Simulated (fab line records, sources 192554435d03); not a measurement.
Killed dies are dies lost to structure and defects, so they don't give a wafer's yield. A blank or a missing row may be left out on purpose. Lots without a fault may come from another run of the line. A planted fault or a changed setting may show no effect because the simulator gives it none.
Split-lot experiment | flow n5_finfet | 7 lots, 21 wafers read, on a route of 1938 steps

THE SPLIT
At N5_BEOL_M15_EXPOSE_25 (exposes mask M15, target cd 400 nm), the setting dose_mj was moved away from the recipe's 35.5 on 8 of the 21 wafers read, by -6.5% to +3.3%. The other wafers ran this setting at the recipe's value.

FROM THE SPLIT TO THE READING: what the file shows between them, 3 steps
- N5_BEOL_M15_PEB_26: peb time 90 s
- N5_BEOL_M15_DEVELOP_27: develop time 45 s
- N5_BEOL_M15_HARDBAKE_32: time 120 s

THE READING
cd_nm, in nm, at N5_BEOL_M15_CD_MEAS_28 (target cd 407.6 nm). Fault-free wafers of this fab line usually give 408.2 nm, standard deviation 1.7 nm.

wafer  | tool, chamber at the split | dose_mj as run | against the recipe | cd_nm, nm | against lot-mates on the recipe
L078.3 | krf_scanner-02, 0          | 36.66          | +3.3%              | 412.0     | +4.6
L078.4 | krf_scanner-02, 0          | 35.5           | recipe             | 407.4     | -
L078.5 | krf_scanner-02, 0          | 35.5           | recipe             | 407.3     | -
L081.1 | krf_scanner-02, 0          | 35.5           | recipe             | 414.9     | -
L081.2 | krf_scanner-02, 0          | 35.5           | recipe             | 413.0     | -
L081.3 | krf_scanner-02, 0          | 35.5           | recipe             | 411.7     | -
L080.1 | krf_scanner-02, 0          | 35.5           | recipe             | 408.8     | -
L080.3 | krf_scanner-02, 0          | 35.5           | recipe             | 407.4     | -
L080.6 | krf_scanner-02, 0          | 35.5           | recipe             | 408.1     | -
L083.2 | krf_scanner-02, 0          | 35.5           | recipe             | 406.7     | -
L083.3 | krf_scanner-02, 0          | 35.5           | recipe             | 407.4     | -
L083.5 | krf_scanner-02, 0          | 35.5           | recipe             | 405.7     | -
L089.2 | krf_scanner-01, 0          | 35.5           | recipe             | 408.8     | -
L089.4 | krf_scanner-01, 0          | 36.44          | +2.6%              | 412.5     | +3.7
L089.6 | krf_scanner-01, 0          | 36.44          | +2.6%              | 412.8     | +4.0
L090.2 | krf_scanner-02, 0          | 33.21          | -6.5%              | 395.8     | -9.8
L090.3 | krf_scanner-02, 0          | 35.5           | recipe             | 405.6     | -
L090.5 | krf_scanner-02, 0          | 33.21          | -6.5%              | 397.1     | -8.5
L096.2 | krf_scanner-01, 0          | 36.17          | +1.9%              | 413.6     | no lot-mate on the recipe
L096.3 | krf_scanner-01, 0          | 36.17          | +1.9%              | 412.7     | no lot-mate on the recipe
L096.4 | krf_scanner-01, 0          | 36.17          | +1.9%              | 413.7     | no lot-mate on the recipe

THE FIT
A straight line over all 21 wafers: cd_nm changes by +1.82 nm for each +1% of dose_mj; r = +0.88; the points scatter about the line by 2.4 nm.
The same after taking each lot's own level away (the mean of its wafers on the recipe; 18 wafers): +1.42 nm for each +1%; r = +0.98; scatter 0.73 nm.
On that fit, the largest move of dose_mj shifts the reading by 9.2 nm.
The lots' own levels span 405.60 to 413.20 nm, that is 4.5 times the standard deviation above.
So the lot-to-lot level changes the slope: the two fits differ.
Check: with one of the wafers moved furthest among these (-6.5%) left out of the fit, the line predicts -8.73 nm for it against its lot-mates. It came out at -9.8 nm against them.

THE WHOLE CHAIN: every reading that the file lists as answering this split, in the file's order
step                   | what it does             | reading                                                         | change (the file's fit)              | r (the file's)
N5_BEOL_M15_CD_MEAS_28 | target cd 407.6 nm       | cd_nm                                                           | +1.43 nm for each +1% of the setting | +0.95
N5_BEOL_M15_DESCUM_33  | chemistry O2, time 7.9 s | BEOL_M15.cd_nm (the simulator's own value, which no gauge read) | +1.43 nm for each +1% of the setting | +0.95

THE FILE'S OWN FIT
cd_nm changes by +1.43 nm for each +1% of dose_mj, r = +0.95.
